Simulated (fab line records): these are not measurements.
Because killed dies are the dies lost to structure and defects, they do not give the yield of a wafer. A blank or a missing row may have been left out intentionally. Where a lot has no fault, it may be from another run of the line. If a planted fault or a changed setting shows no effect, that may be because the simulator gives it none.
Lot-split experiment | flow n5Finfet | 7 lots, 21 wafers read, on a route of 1938 steps

ABOUT THE SPLIT
At N5_SD_EPI_N_DESCUM_14 (chemistry O2, time 7.9 s), the setting timeS was moved away from the recipe's 7.9 s on 4 of the 21 wafers read, by +10.9% to +22.0%. All remaining wafers had this setting at the recipe value.

The file shows no step between the split and the reading.

THE READING
CAR-ArF-block_of_SD_EPI_N_COAT_03.thkNm (the simulator's own value, which no gauge read), in nm, at N5_SD_EPI_N_ETCH_34 (etches SiARC in CF4, target depth 45.5 nm, time 75.8 s). No usual value for it is given in the file. Across the 17 wafers here that went through the recipe, the average is 110.9 nm and the standard deviation 0.37 nm.

wafer  | tool, chamber at the split | timeS as run, s | against the recipe | CAR-ArF-block_of_SD_EPI_N_COAT_03.thkNm, nm | against lot-mates on the recipe
L074.2 | rieDiel-02, 0,3,0          | 7.9             | recipe             | 111.4                                       | -
L074.4 | rieDiel-02, 0,3,0          | 7.9             | recipe             | 111.4                                       | -
L074.5 | rieDiel-02, 0,3,0          | 7.9             | recipe             | 111.4                                       | -
L075.3 | rieDiel-05, 2,1            | 8.758           | +10.9%             | 110.4                                       | -0.8
L075.4 | rieDiel-05, 1              | 7.9             | recipe             | 111.2                                       | -
L075.5 | rieDiel-05, 2,1            | 8.758           | +10.9%             | 110.6                                       | -0.6
L080.2 | rieDiel-05, 2,1            | 7.9             | recipe             | 110.4                                       | -
L080.3 | rieDiel-05, 2,1            | 7.9             | recipe             | 110.6                                       | -
L080.4 | rieDiel-05, 3              | 9.421           | +19.3%             | 109.6                                       | -0.9
L084.1 | rieDiel-05, 0,2,2          | 7.9             | recipe             | 110.8                                       | -
L084.3 | rieDiel-05, 0,2,2          | 7.9             | recipe             | 110.8                                       | -
L084.5 | rieDiel-05, 0,2,2          | 7.9             | recipe             | 111                                         | -
L086.2 | rieDiel-05, 0,3,0          | 7.9             | recipe             | 110.4                                       | -
L086.4 | rieDiel-05, 0,3,0          | 7.9             | recipe             | 110.4                                       | -
L086.6 | rieDiel-05, 0,3,0          | 7.9             | recipe             | 110.6                                       | -
L091.1 | rieDiel-05, 2              | 9.637           | +22.0%             | 110                                         | -1.1
L091.4 | rieDiel-05, 1,2            | 7.9             | recipe             | 111.4                                       | -
L091.6 | rieDiel-05, 1,2            | 7.9             | recipe             | 110.8                                       | -
L097.3 | rieDiel-06, 0,1,2          | 7.9             | recipe             | 111.2                                       | -
L097.6 | rieDiel-06, 0,1,2          | 7.9             | recipe             | 111.2                                       | -
L097.4 | rieDiel-06, 0,1,2          | 7.9             | recipe             | 110.6                                       | -
Where a row lists several chambers, the file gives one row for several wafers and doesn't say which wafer went through which chamber.

FIT RESULTS
A straight line over all 21 wafers: CAR-ArF-block_of_SD_EPI_N_COAT_03.thkNm changes by -0.0504 nm for each +1% of timeS; r = -0.69; the points scatter about the line by 0.37 nm.
The same after taking each lot's own level away (the mean of its wafers on the recipe; 21 wafers): -0.0516 nm for each +1%; r = -0.90; scatter 0.17 nm.
The reading moves by 1.1 nm for the largest change in timeS, on that fit.
Across the lots, their own levels run from 110.47 to 111.40 nm, a range of 2.5 times the standard deviation given above.
So the lot-to-lot level blurs the effect unless lot-mates are compared.
Check: with one of the wafers moved furthest among these (+22.0%) left out of the fit, the line predicts -1.18 nm for it against its lot-mates. Against them it came out at -1.1 nm.

FURTHER SPLITS ON THESE WAFERS
These wafers also went through other splits before the reading. Each is held against what the fit with the lots' levels taken away leaves over:
other split on the same wafers                  | wafers away from the commonest value | r with CAR-ArF-block_of_SD_EPI_N_COAT_03.thkNm (lot level and that fit taken away)
N5_PMOS_HMC_CHANNEL_EPI_EXPOSE_06 doseMj        | 9                                    | +0.20
N5_PMOS_HMC_CHANNEL_EPI_DEVELOP_08 developTimeS | 5                                    | +0.39
N5_FIN_CUT_COAT_19 spinRpm                      | 6                                    | +0.28

FILE'S OWN FIT
CAR-ArF-block_of_SD_EPI_N_COAT_03.thkNm changes by -0.0505 nm for each +1% of timeS, r = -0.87.
